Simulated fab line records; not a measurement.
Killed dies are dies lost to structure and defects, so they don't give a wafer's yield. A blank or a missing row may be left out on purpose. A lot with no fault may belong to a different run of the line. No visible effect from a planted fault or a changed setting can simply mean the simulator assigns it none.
Matching of chambers || flow nand harc || NHARC_A_CHANNEL_FILL_D2_ETCHBACK_20 on rie diel-06: 4 sister chambers
The step etches the open film in C4F8/O2/Ar, target depth 27 nm, time 13.5 s. 4 wafers are shown with their chamber, then 8 later ones without.

EACH WAFER AND ITS CHAMBER
{"wafer": "L080.5", "chamber": 0, "rf vpp V (V)": 984}
{"wafer": "L083.1", "chamber": 1, "rf vpp V (V)": 979}
{"wafer": "L088.5", "chamber": 3, "rf vpp V (V)": 973}
{"wafer": "L090.2", "chamber": 2, "rf vpp V (V)": 977}

WAFERS WHOSE CHAMBER IS MISSING
{"wafer": "L090.3", "rf vpp V (V)": 985}
{"wafer": "L090.5", "rf vpp V (V)": 979}
{"wafer": "L093.1", "rf vpp V (V)": 974}
{"wafer": "L093.2", "rf vpp V (V)": 976}
{"wafer": "L093.3", "rf vpp V (V)": 986}
{"wafer": "L096.1", "rf vpp V (V)": 979}
{"wafer": "L096.3", "rf vpp V (V)": 974}
{"wafer": "L096.6", "rf vpp V (V)": 978}

EACH ONE'S CHAMBER
{"wafer": "L090.3", "from the rows above": 0, "in truth": 0}
{"wafer": "L090.5", "from the rows above": "can't be placed: 1 or 2", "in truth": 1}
{"wafer": "L093.1", "from the rows above": "can't be placed: 3 or 2", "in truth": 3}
{"wafer": "L093.2", "from the rows above": "can't be placed: 2 or 1 or 3", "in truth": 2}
{"wafer": "L093.3", "from the rows above": 0, "in truth": 0}
{"wafer": "L096.1", "from the rows above": "can't be placed: 1 or 2", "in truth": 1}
{"wafer": "L096.3", "from the rows above": "can't be placed: 3 or 2", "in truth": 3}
{"wafer": "L096.6", "from the rows above": "can't be placed: 1 or 2", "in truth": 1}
2 of 8 placed correctly. From these rows, 6 cannot be placed; in 6 the true chamber is one of the candidates. 0 placed wrongly.
How it was worked out, from the rows above alone: a wafer's distance from a chamber is the root of the sum, over the readings, of the square of ((its reading less the chamber's mean) divided by the reading's scatter). If the next closest chamber is less than 2 further off than the closest, the wafer can't be placed; otherwise it belongs to the closest. A chamber's mean is the mean of its shown wafers. The scatter: with one shown wafer a chamber, the root of the mean of the squares of how far each hidden wafer lies from its nearest shown one.
